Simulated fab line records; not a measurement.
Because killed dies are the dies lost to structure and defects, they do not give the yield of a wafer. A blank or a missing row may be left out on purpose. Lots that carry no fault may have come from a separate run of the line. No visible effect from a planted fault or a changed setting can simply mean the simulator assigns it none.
Split-lot study / flow n5_finfet / 39 wafers read from 7 lots, route of 1938 steps

## ON THE SPLIT
At N5_DUMMY_GATE_ETCH_32 (etches SiO2 in CF4, target depth 3.5 nm, time 3.9 s), the setting time_s was moved away from the recipe's 3.9 s on 9 of the 39 wafers read, by -17.8% to +16.9%. The other wafers ran this setting at the recipe's value.

The reading is taken at the split's own step.

## THE READING
etch.depth_nm (the simulator's own value, which no gauge read), in nm, at N5_DUMMY_GATE_ETCH_32 (etches SiO2 in CF4, target depth 3.5 nm, time 3.9 s). No usual value for it is given in the file. Here, 30 wafers ran the recipe; their average is 3.474 nm with a standard deviation of 0.063 nm.

wafer=L079.1; tool, chamber at the split=rie_si-01, 1; time_s as run, s=3.9; against the recipe=recipe; etch.depth_nm, nm=3.431; against lot-mates on the recipe=-
wafer=L079.2; tool, chamber at the split=rie_si-01, 2; time_s as run, s=3.9; against the recipe=recipe; etch.depth_nm, nm=3.401; against lot-mates on the recipe=-
wafer=L079.3; tool, chamber at the split=rie_si-01, 3; time_s as run, s=3.9; against the recipe=recipe; etch.depth_nm, nm=3.442; against lot-mates on the recipe=-
wafer=L079.4; tool, chamber at the split=rie_si-01, 0; time_s as run, s=3.9; against the recipe=recipe; etch.depth_nm, nm=3.486; against lot-mates on the recipe=-
wafer=L079.5; tool, chamber at the split=rie_si-01, 2; time_s as run, s=3.9; against the recipe=recipe; etch.depth_nm, nm=3.399; against lot-mates on the recipe=-
wafer=L079.6; tool, chamber at the split=rie_si-01, 3; time_s as run, s=3.9; against the recipe=recipe; etch.depth_nm, nm=3.471; against lot-mates on the recipe=-
wafer=L081.1; tool, chamber at the split=rie_si-05, 0; time_s as run, s=3.9; against the recipe=recipe; etch.depth_nm, nm=3.591; against lot-mates on the recipe=-
wafer=L081.2; tool, chamber at the split=rie_si-05, 2; time_s as run, s=3.9; against the recipe=recipe; etch.depth_nm, nm=3.413; against lot-mates on the recipe=-
wafer=L081.3; tool, chamber at the split=rie_si-05, 3; time_s as run, s=3.9; against the recipe=recipe; etch.depth_nm, nm=3.529; against lot-mates on the recipe=-
wafer=L081.4; tool, chamber at the split=rie_si-05, 1; time_s as run, s=3.9; against the recipe=recipe; etch.depth_nm, nm=3.339; against lot-mates on the recipe=-
wafer=L081.5; tool, chamber at the split=rie_si-05, 0; time_s as run, s=3.9; against the recipe=recipe; etch.depth_nm, nm=3.588; against lot-mates on the recipe=-
wafer=L081.6; tool, chamber at the split=rie_si-05, 3; time_s as run, s=3.9; against the recipe=recipe; etch.depth_nm, nm=3.507; against lot-mates on the recipe=-
wafer=L083.3; tool, chamber at the split=rie_si-02, 0; time_s as run, s=3.9; against the recipe=recipe; etch.depth_nm, nm=3.522; against lot-mates on the recipe=-
wafer=L083.4; tool, chamber at the split=rie_si-02, 2; time_s as run, s=3.9; against the recipe=recipe; etch.depth_nm, nm=3.434; against lot-mates on the recipe=-
wafer=L083.6; tool, chamber at the split=rie_si-02, 2; time_s as run, s=3.9; against the recipe=recipe; etch.depth_nm, nm=3.479; against lot-mates on the recipe=-
wafer=L088.1; tool, chamber at the split=rie_si-01, 2; time_s as run, s=4.558; against the recipe=+16.9%; etch.depth_nm, nm=4.051; against lot-mates on the recipe=+0.557
wafer=L088.2; tool, chamber at the split=rie_si-01, 1; time_s as run, s=3.9; against the recipe=recipe; etch.depth_nm, nm=3.524; against lot-mates on the recipe=-
wafer=L088.3; tool, chamber at the split=rie_si-01, 0; time_s as run, s=3.9; against the recipe=recipe; etch.depth_nm, nm=3.478; against lot-mates on the recipe=-
wafer=L088.4; tool, chamber at the split=rie_si-01, 3; time_s as run, s=4.558; against the recipe=+16.9%; etch.depth_nm, nm=4.067; against lot-mates on the recipe=+0.573
wafer=L088.5; tool, chamber at the split=rie_si-01, 3; time_s as run, s=3.9; against the recipe=recipe; etch.depth_nm, nm=3.481; against lot-mates on the recipe=-
wafer=L088.6; tool, chamber at the split=rie_si-01, 2; time_s as run, s=4.558; against the recipe=+16.9%; etch.depth_nm, nm=4.022; against lot-mates on the recipe=+0.528
wafer=L091.1; tool, chamber at the split=rie_si-02, 3; time_s as run, s=3.9; against the recipe=recipe; etch.depth_nm, nm=3.56; against lot-mates on the recipe=-
wafer=L091.2; tool, chamber at the split=rie_si-02, 2; time_s as run, s=3.9; against the recipe=recipe; etch.depth_nm, nm=3.457; against lot-mates on the recipe=-
wafer=L091.3; tool, chamber at the split=rie_si-02, 0; time_s as run, s=3.9; against the recipe=recipe; etch.depth_nm, nm=3.534; against lot-mates on the recipe=-
wafer=L091.4; tool, chamber at the split=rie_si-02, 1; time_s as run, s=3.9; against the recipe=recipe; etch.depth_nm, nm=3.352; against lot-mates on the recipe=-
wafer=L091.5; tool, chamber at the split=rie_si-02, 2; time_s as run, s=3.9; against the recipe=recipe; etch.depth_nm, nm=3.45; against lot-mates on the recipe=-
wafer=L091.6; tool, chamber at the split=rie_si-02, 3; time_s as run, s=3.9; against the recipe=recipe; etch.depth_nm, nm=3.576; against lot-mates on the recipe=-
wafer=L093.1; tool, chamber at the split=rie_si-01, 0; time_s as run, s=3.9; against the recipe=recipe; etch.depth_nm, nm=3.485; against lot-mates on the recipe=-
wafer=L093.2; tool, chamber at the split=rie_si-01, 3; time_s as run, s=3.9; against the recipe=recipe; etch.depth_nm, nm=3.421; against lot-mates on the recipe=-
wafer=L093.3; tool, chamber at the split=rie_si-01, 1; time_s as run, s=3.207; against the recipe=-17.8%; etch.depth_nm, nm=2.872; against lot-mates on the recipe=-0.570
wafer=L093.4; tool, chamber at the split=rie_si-01, 2; time_s as run, s=3.207; against the recipe=-17.8%; etch.depth_nm, nm=2.81; against lot-mates on the recipe=-0.632
wafer=L093.5; tool, chamber at the split=rie_si-01, 3; time_s as run, s=3.9; against the recipe=recipe; etch.depth_nm, nm=3.419; against lot-mates on the recipe=-
wafer=L093.6; tool, chamber at the split=rie_si-01, 2; time_s as run, s=3.207; against the recipe=-17.8%; etch.depth_nm, nm=2.844; against lot-mates on the recipe=-0.598
wafer=L097.1; tool, chamber at the split=rie_si-01, 3; time_s as run, s=3.9; against the recipe=recipe; etch.depth_nm, nm=3.457; against lot-mates on the recipe=-
wafer=L097.2; tool, chamber at the split=rie_si-01, 0; time_s as run, s=4.459; against the recipe=+14.3%; etch.depth_nm, nm=3.981; against lot-mates on the recipe=+0.500
wafer=L097.3; tool, chamber at the split=rie_si-01, 1; time_s as run, s=3.9; against the recipe=recipe; etch.depth_nm, nm=3.488; against lot-mates on the recipe=-
wafer=L097.4; tool, chamber at the split=rie_si-01, 2; time_s as run, s=4.459; against the recipe=+14.3%; etch.depth_nm, nm=3.986; against lot-mates on the recipe=+0.505
wafer=L097.5; tool, chamber at the split=rie_si-01, 0; time_s as run, s=3.9; against the recipe=recipe; etch.depth_nm, nm=3.498; against lot-mates on the recipe=-
wafer=L097.6; tool, chamber at the split=rie_si-01, 1; time_s as run, s=4.459; against the recipe=+14.3%; etch.depth_nm, nm=4.011; against lot-mates on the recipe=+0.530

THE FIT
A straight line over all 39 wafers: etch.depth_nm changes by +0.0352 nm for each +1% of time_s; r = +0.98; the points scatter about the line by 0.058 nm.
The same after taking each lot's own level away (the mean of its wafers on the recipe; 39 wafers): +0.0339 nm for each +1%; r = +0.98; scatter 0.054 nm.
On that fit, the largest move of time_s shifts the reading by 0.6 nm.
Measured against the standard deviation above, the lots' own levels, which go from 3.4383 to 3.4945 nm, span 0.9 times it.
The two slopes agree, so the slope changes little with the lot-to-lot level.
Check: for one of the wafers moved furthest among these (-17.8%), held out of the fit, the line's prediction against its lot-mates is -0.608 nm. Against them it came out at -0.57 nm.

## THE OTHER SPLITS THESE WAFERS WENT THROUGH
Before the reading, these wafers also passed through other splits. Each is held against what the fit with the lots' levels taken away leaves over:
other split on the same wafers=N5_WELL_APT_IMPLANT_31 energy_kev; wafers away from the commonest value=12; r with etch.depth_nm (lot level and that fit taken away)=+0.09
other split on the same wafers=N5_PMOS_HMC_CHANNEL_EPI_FIN_RECESS_16 time_s; wafers away from the commonest value=15; r with etch.depth_nm (lot level and that fit taken away)=+0.02
other split on the same wafers=N5_DUMMY_GATE_ETCH_37 source_w; wafers away from the commonest value=18; r with etch.depth_nm (lot level and that fit taken away)=+0.09

## THE FILE'S OWN FIT
etch.depth_nm changes by +0.0339 nm for each +1% of time_s, r = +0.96.
